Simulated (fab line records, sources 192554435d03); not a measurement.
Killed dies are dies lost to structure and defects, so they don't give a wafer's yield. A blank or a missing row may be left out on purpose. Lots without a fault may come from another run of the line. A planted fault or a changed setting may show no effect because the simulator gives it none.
Which tool did it? | flow n5_finfet | 24 lots, 72 wafers sampled, at 6 steps of a route of 1938

WHAT THE GAUGES READ, wafer by wafer
N5_BEOL_M9_CD_MEAS_35: target cd 70 nm, target cd y 40 nm.
lot  | measured     | on        | cd_nm (nm)
L074 | day 10 16:05 | cd_sem-03 | 69.1 70.0 70.0
L075 | day 10 15:49 | cd_sem-02 | 69.7 71.3 69.4
L076 | day 10 23:02 | cd_sem-01 | 70.3 69.8 70.1
L079 | day 11 02:57 | cd_sem-02 | 70.5 70.0 70.2
L077 | day 11 21:46 | cd_sem-02 | 70.1 69.6 70.1
L078 | day 11 23:49 | cd_sem-03 | 69.6 70.3 70.3
L081 | day 12 06:16 | cd_sem-01 | 69.3 69.8 69.9
L080 | day 12 12:25 | cd_sem-01 | 69.9 70.5 69.8
L082 | day 12 17:44 | cd_sem-03 | 70.2 68.9 68.9
L083 | day 12 17:46 | cd_sem-01 | 69.4 70.5 70.3
L084 | day 12 20:25 | cd_sem-02 | 70.4 69.1 69.4
L085 | day 13 02:06 | cd_sem-02 | 69.5 70.1 70.0
L086 | day 13 18:37 | cd_sem-01 | 70.7 69.9 70.8
L087 | day 14 03:17 | cd_sem-01 | 70.1 70.2 70.6
L089 | day 14 09:01 | cd_sem-01 | 69.3 70.1 69.8
L088 | day 14 09:04 | cd_sem-02 | 70.2 69.2 68.0
L090 | day 14 08:59 | cd_sem-02 | 70.3 70.4 70.0
L092 | day 14 14:16 | cd_sem-03 | 70.1 69.1 69.7
L091 | day 14 18:23 | cd_sem-03 | 69.8 70.3 70.9
L093 | day 15 09:04 | cd_sem-01 | 69.8 69.4 69.3
L094 | day 15 15:11 | cd_sem-02 | 69.6 69.7 69.6
L095 | day 15 15:08 | cd_sem-03 | 71.0 69.8 70.4
L096 | day 16 15:25 | cd_sem-03 | 70.6 69.2 68.9
L097 | day 17 20:59 | cd_sem-03 | 69.0 69.8 70.3

N5_BEOL_M9_RS_MEAS_57: measures by four-point-probe.
lot  | measured     | on            | M9_RS (ohm/sq)
L074 | day 10 19:01 | film_metro-02 | 0.152 0.152 0.149
L075 | day 10 18:47 | film_metro-02 | 0.144 0.150 0.152
L076 | day 11 01:26 | film_metro-01 | 0.153 0.148 0.155
L079 | day 11 05:10 | film_metro-02 | 0.154 0.155 0.147
L077 | day 12 01:21 | film_metro-02 | 0.150 0.148 0.148
L078 | day 12 03:59 | film_metro-01 | 0.149 0.157 0.145
L081 | day 12 08:46 | film_metro-01 | 0.150 0.157 0.157
L080 | day 12 16:23 | film_metro-01 | 0.151 0.153 0.153
L082 | day 12 20:17 | film_metro-02 | 0.147 0.153 0.152
L083 | day 12 21:26 | film_metro-01 | 0.143 0.153 0.151
L084 | day 12 23:46 | film_metro-02 | 0.147 0.151 0.148
L085 | day 13 05:02 | film_metro-01 | 0.154 0.155 0.159
L086 | day 13 20:45 | film_metro-01 | 0.146 0.150 0.147
L087 | day 14 06:26 | film_metro-01 | 0.153 0.150 0.147
L089 | day 14 12:16 | film_metro-01 | 0.154 0.149 0.153
L088 | day 14 12:14 | film_metro-02 | 0.145 0.157 0.153
L090 | day 14 11:59 | film_metro-01 | 0.148 0.156 0.150
L092 | day 14 16:22 | film_metro-01 | 0.152 0.154 0.157
L091 | day 14 20:55 | film_metro-01 | 0.156 0.146 0.151
L093 | day 15 11:28 | film_metro-02 | 0.157 0.156 0.159
L094 | day 15 18:02 | film_metro-01 | 0.145 0.155 0.149
L095 | day 15 17:40 | film_metro-02 | 0.156 0.145 0.152
L096 | day 16 17:59 | film_metro-02 | 0.148 0.158 0.158
L097 | day 18 01:16 | film_metro-02 | 0.146 0.153 0.159

WHICH TOOL RAN EACH LOT (tool, then ch and the chambers of the sampled wafers, then the start)
lot  | N5_BEOL_M9_STRIP_19                | N5_BEOL_M9_TRENCH_ETCH_37                     | N5_BEOL_M9_SURFACE_TREAT_79  | N5_BEOL_M9_DEP_56
L074 | rie_diel-06 ch 0,2,3, day 10 12:56 | rie_diel-06 ch 1,2,3, day 10 16:05 or earlier | pvd_sputter-02, day 10 17:01 | pecvd-02 ch 1,2, day 10 18:57
L075 | rie_diel-06 ch 0,1,2, day 10 12:59 | rie_diel-03 ch 1,2,3, day 10 15:49 or earlier | pvd_sputter-03, day 10 17:00 | pecvd-02 ch 1, day 10 18:42
L076 | rie_diel-03 ch 0,1, day 10 21:13   | rie_diel-06 ch 0,1,2, day 10 23:02 or earlier | pvd_sputter-02, day 11 00:11 | pecvd-04 ch 0,2, day 11 01:21
L079 | rie_diel-05 ch 1,2,3, day 11 01:35 | rie_diel-03 ch 1,2,3, day 11 02:57 or earlier | pvd_sputter-03, day 11 03:51 | pecvd-03 ch 1,2, day 11 05:05
L077 | rie_diel-06 ch 0,2,3, day 11 19:44 | rie_diel-03 ch 0,2, day 11 21:46 or earlier   | pvd_sputter-01, day 11 23:11 | pecvd-04 ch 1,2, day 12 01:16
L078 | rie_diel-05 ch 0,1,2, day 11 22:34 | rie_diel-03 ch 0,1,3, day 11 23:49 or earlier | pvd_sputter-01, day 12 02:34 | pecvd-03 ch 1,2, day 12 03:55
L081 | rie_diel-06 ch 0,1, day 12 03:47   | rie_diel-05 ch 0,1, day 12 06:16 or earlier   | pvd_sputter-01, day 12 07:27 | pecvd-02 ch 0,1,2, day 12 08:41
L080 | rie_diel-06 ch 0,1,3, day 12 10:31 | rie_diel-05 ch 1,2, day 12 12:25 or earlier   | pvd_sputter-03, day 12 15:08 | pecvd-03 ch 1,2, day 12 16:19
L082 | rie_diel-03 ch 0,2,3, day 12 13:17 | rie_diel-06 ch 0,1,3, day 12 17:44 or earlier | pvd_sputter-03, day 12 18:42 | pecvd-02 ch 0,1,2, day 12 20:13
L083 | rie_diel-03 ch 0,3, day 12 14:13   | rie_diel-05 ch 0,1,3, day 12 17:46 or earlier | pvd_sputter-03, day 12 18:44 | pecvd-03 ch 1,2, day 12 21:21
L084 | rie_diel-03 ch 0,2,3, day 12 18:39 | rie_diel-03 ch 0,1,2, day 12 20:25 or earlier | pvd_sputter-03, day 12 22:25 | pecvd-02 ch 0,2, day 12 23:41
L085 | rie_diel-03 ch 0,1,2, day 13 00:10 | rie_diel-05 ch 0,2,3, day 13 02:06 or earlier | pvd_sputter-02, day 13 03:15 | pecvd-04 ch 0,2, day 13 04:58
L086 | rie_diel-05 ch 0,1, day 13 16:52   | rie_diel-03 ch 1,2, day 13 18:37 or earlier   | pvd_sputter-01, day 13 19:28 | pecvd-03 ch 0,2, day 13 20:41
L087 | rie_diel-03 ch 0,1,2, day 14 02:03 | rie_diel-03 ch 0,1,2, day 14 03:17 or earlier | pvd_sputter-02, day 14 04:37 | pecvd-04 ch 0,1,2, day 14 06:22
L089 | rie_diel-06 ch 1,2,3, day 14 04:59 | rie_diel-06 ch 0,1,2, day 14 09:01 or earlier | pvd_sputter-01, day 14 10:02 | pecvd-03 ch 0,1,2, day 14 12:11
L088 | rie_diel-05 ch 0,2, day 14 05:37   | rie_diel-03 ch 1,3, day 14 09:04 or earlier   | pvd_sputter-02, day 14 10:10 | pecvd-04 ch 0,1,2, day 14 12:10
L090 | rie_diel-06 ch 0,1,2, day 14 06:13 | rie_diel-05 ch 0,1,2, day 14 08:59 or earlier | pvd_sputter-02, day 14 09:51 | pecvd-04 ch 0,1,2, day 14 11:54
L092 | rie_diel-05 ch 0,1,3, day 14 12:37 | rie_diel-06 ch 2,3, day 14 14:16 or earlier   | pvd_sputter-01, day 14 15:10 | pecvd-02 ch 0,1,2, day 14 16:17
L091 | rie_diel-06 ch 0,1,3, day 14 14:49 | rie_diel-03 ch 0,1,3, day 14 18:23 or earlier | pvd_sputter-01, day 14 19:19 | pecvd-04 ch 0,1,2, day 14 20:51
L093 | rie_diel-03 ch 0,3, day 15 03:20   | rie_diel-06 ch 2,3, day 15 09:04 or earlier   | pvd_sputter-01, day 15 09:53 | pecvd-04 ch 1,2, day 15 11:23
L094 | rie_diel-06 ch 0,1, day 15 11:42   | rie_diel-03 ch 0,2,3, day 15 15:11 or earlier | pvd_sputter-02, day 15 16:36 | pecvd-02 ch 0,1,2, day 15 17:58
L095 | rie_diel-05 ch 0,2,3, day 15 13:37 | rie_diel-06 ch 1,2,3, day 15 15:08 or earlier | pvd_sputter-02, day 15 16:20 | pecvd-02 ch 1,2, day 15 17:36
L096 | rie_diel-03 ch 0,2, day 16 10:41   | rie_diel-03 ch 1,3, day 16 15:25 or earlier   | pvd_sputter-03, day 16 16:29 | pecvd-03 ch 0,2, day 16 17:53
L097 | rie_diel-06 ch 0,1,2, day 17 18:40 | rie_diel-06 ch 0,1,3, day 17 20:59 or earlier | pvd_sputter-02, day 17 23:51 | pecvd-02 ch 0,1,2, day 18 01:11
- N5_BEOL_M9_STRIP_19: strips in O2.
- N5_BEOL_M9_TRENCH_ETCH_37: etches SiCOH lowk in C4F6/O2, target depth 151.43 nm, time 49 s.
- N5_BEOL_M9_SURFACE_TREAT_79
- N5_BEOL_M9_DEP_56: deposits SiCN from 3MS/NH3, target thk 15 nm, time 26.5 s.

WHAT THE TOOLS THEMSELVES READ (means of the sampled wafers that have a number; where no wafer has one, the mark that the record gives instead)
N5_BEOL_M9_STRIP_19.
lot  | tool        | drypump_motor_current_A (A) | oes_product_au (a.u.) | rf_vpp_V (V) | showerhead_plenum_p_Torr (Torr) | throttle_valve_pct (%)
L074 | rie_diel-06 | 5.9                         | 0.74                  | 3.4          | 2.15                            | 16.68
L075 | rie_diel-06 | 5.8                         | 0.76                  | 3.7          | 2.07                            | 16.74
L076 | rie_diel-03 | 5.5                         | 0.79                  | 3.7          | 2.07                            | 16.53
L079 | rie_diel-05 | 5.8                         | 0.82                  | 3.2          | 2.10                            | 16.57
L077 | rie_diel-06 | 5.9                         | 0.73                  | 3.7          | 2.14                            | 16.70
L078 | rie_diel-05 | 5.6                         | 0.79                  | 4.0          | 2.08                            | 16.63
L081 | rie_diel-06 | 5.7                         | 0.75                  | 4.1          | 2.01                            | 16.69
L080 | rie_diel-06 | 5.7                         | 0.74                  | 4.2          | 2.08                            | 16.64
L082 | rie_diel-03 | 5.6                         | 0.74                  | 3.5          | 2.09                            | 16.56
L083 | rie_diel-03 | 5.3                         | 0.75                  | 3.4          | 2.12                            | 16.64
L084 | rie_diel-03 | 5.6                         | 0.75                  | 3.6          | 2.09                            | 16.56
L085 | rie_diel-03 | 5.7                         | 0.77                  | 3.5          | 2.03                            | 16.49
L086 | rie_diel-05 | 5.9                         | 0.74                  | 3.7          | 2.06                            | 16.79
L087 | rie_diel-03 | 5.7                         | 0.76                  | 3.5          | 2.03                            | 16.49
L089 | rie_diel-06 | 5.7                         | 0.74                  | 4.2          | 2.06                            | 16.82
L088 | rie_diel-05 | 5.1                         | 0.77                  | 3.4          | 2.10                            | 16.69
L090 | rie_diel-06 | 5.8                         | 0.74                  | 4.0          | 2.07                            | 16.78
L092 | rie_diel-05 | 6.1                         | 0.75                  | 4.0          | 2.07                            | 16.74
L091 | rie_diel-06 | 5.7                         | 0.72                  | 3.4          | 2.08                            | 16.65
L093 | rie_diel-03 | 5.4                         | 0.74                  | 3.5          | 2.12                            | 16.68
L094 | rie_diel-06 | 5.6                         | 0.74                  | 3.5          | 2.00                            | 16.74
L095 | rie_diel-05 | 5.5                         | 0.84                  | 3.6          | 2.09                            | 16.62
L096 | rie_diel-03 | 5.9                         | 0.71                  | 3.8          | 2.01                            | 16.52
L097 | rie_diel-06 | 5.8                         | 0.71                  | 3.5          | 2.06                            | 16.84

N5_BEOL_M9_TRENCH_ETCH_37.
lot  | tool        | C4F6_flow_sccm (sccm) | bias_w (W) | drypump_motor_current_A (A) | oes_product_au (a.u.) | rf_vpp_V (V) | showerhead_plenum_p_Torr (Torr) | throttle_valve_pct (%)
L074 | rie_diel-06 | 10.03                 | 185.0      | 5.8                         | 0.76                  | 666          | 2.82                            | 21.05
L075 | rie_diel-03 | 9.98                  | 185.2      | 5.5                         | 0.80                  | 653          | 2.83                            | 20.79
L076 | rie_diel-06 | 10.00                 | 185.3      | 5.8                         | 0.76                  | 663          | 2.81                            | 20.93
L079 | rie_diel-03 | 10.01                 | 185.1      | 5.6                         | 0.79                  | 654          | 2.83                            | 20.78
L077 | rie_diel-03 | 10.01                 | 185.6      | 5.7                         | 0.74                  | 677          | 2.78                            | 20.68
L078 | rie_diel-03 | 10.01                 | 185.1      | 5.3                         | 0.79                  | 657          | 2.86                            | 20.80
L081 | rie_diel-05 | 9.98                  | 184.6      | 5.9                         | 0.74                  | 659          | 2.80                            | 20.95
L080 | rie_diel-05 | 9.99                  | 184.8      | 5.4                         | 0.83                  | 664          | 2.87                            | 20.90
L082 | rie_diel-06 | 9.97                  | 185.2      | 5.7                         | 0.74                  | 674          | 2.83                            | 20.88
L083 | rie_diel-05 | 9.98                  | 185.1      | 6.1                         | 0.76                  | 668          | 2.81                            | 20.90
L084 | rie_diel-03 | 9.99                  | 185.1      | 5.7                         | 0.77                  | 664          | 2.77                            | 20.71
L085 | rie_diel-05 | 10.01                 | 185.1      | 5.5                         | 0.75                  | 660          | 2.84                            | 20.94
L086 | rie_diel-03 | 9.97                  | 185.4      | 5.9                         | 0.76                  | 660          | 2.74                            | 20.72
L087 | rie_diel-03 | 9.97                  | 185.0      | 5.7                         | 0.75                  | 663          | 2.76                            | 20.72
L089 | rie_diel-06 | 10.00                 | 184.7      | 5.8                         | 0.74                  | 664          | 2.80                            | 20.97
L088 | rie_diel-03 | 10.01                 | 185.3      | 5.2                         | 0.78                  | 648          | 2.90                            | 20.92
L090 | rie_diel-05 | 9.97                  | 185.0      | 5.7                         | 0.78                  | 661          | 2.82                            | 20.94
L092 | rie_diel-06 | 10.02                 | 184.7      | 5.9                         | 0.73                  | 661          | 2.89                            | 21.18
L091 | rie_diel-03 | 10.01                 | 184.6      | 5.3                         | 0.77                  | 657          | 2.85                            | 20.84
L093 | rie_diel-06 | 9.99                  | 184.6      | 5.8                         | 0.71                  | 671          | 2.92                            | 21.11
L094 | rie_diel-03 | 10.01                 | 185.1      | 5.6                         | 0.73                  | 667          | 2.83                            | 20.81
L095 | rie_diel-06 | 10.01                 | 184.6      | 5.8                         | 0.74                  | 666          | 2.80                            | 21.09
L096 | rie_diel-03 | 9.99                  | 184.8      | 5.2                         | 0.77                  | 647          | 2.90                            | 20.95
L097 | rie_diel-06 | 10.00                 | 185.5      | 5.7                         | 0.71                  | 673          | 2.81                            | 20.93

N5_BEOL_M9_DEP_56.
lot  | tool     | showerhead_plenum_p_Torr (Torr) | throttle_valve_pct (%)
L074 | pecvd-02 | 3.661                           | 8.9
L075 | pecvd-02 | 3.662                           | 9.2
L076 | pecvd-04 | 3.688                           | 9.4
L079 | pecvd-03 | 3.666                           | 8.8
L077 | pecvd-04 | 3.655                           | 9.8
L078 | pecvd-03 | 3.675                           | 9.2
L081 | pecvd-02 | 3.666                           | 8.9
L080 | pecvd-03 | 3.672                           | 9.2
L082 | pecvd-02 | 3.663                           | 8.8
L083 | pecvd-03 | 3.668                           | 9.2
L084 | pecvd-02 | 3.668                           | 8.9
L085 | pecvd-04 | 3.686                           | 9.4
L086 | pecvd-03 | 3.667                           | 8.8
L087 | pecvd-04 | 3.672                           | 9.6
L089 | pecvd-03 | 3.669                           | 9.0
L088 | pecvd-04 | 3.673                           | 9.6
L090 | pecvd-04 | 3.672                           | 9.7
L092 | pecvd-02 | 3.667                           | 8.9
L091 | pecvd-04 | 3.677                           | 9.5
L093 | pecvd-04 | 3.661                           | 9.9
L094 | pecvd-02 | 3.663                           | 8.9
L095 | pecvd-02 | 3.665                           | 8.9
L096 | pecvd-03 | 3.661                           | 9.0
L097 | pecvd-02 | 3.666                           | 9.0

THE ANSWER, worked out from the rows above alone
Rule: what is usual is taken from the lots themselves. Put in order of their means at a reading, lots are off if they are a third of the lots or fewer, leave a main group of 4 or more, and stand apart from it by a gap of 3 or more times the standard deviation of the main group's means; of several such gaps the widest counts. A main group whose means are all the same, to the digits that the tables above print for the reading, isn't used. A lot without any number at a reading at which 4 lots or more have one is off too. The other lots that the step has rows for count as sound. The gauges are gone through in route order, then the tools' own readings, and for those a lot's mean is taken as printed above. The first step at which some lot is off is used, and at that step the reading that is off furthest; a lot without a number counts as furthest.
No lot is off at any reading shown: from this, nothing can be told.

WHAT THE SIMULATOR HAD PUT IN
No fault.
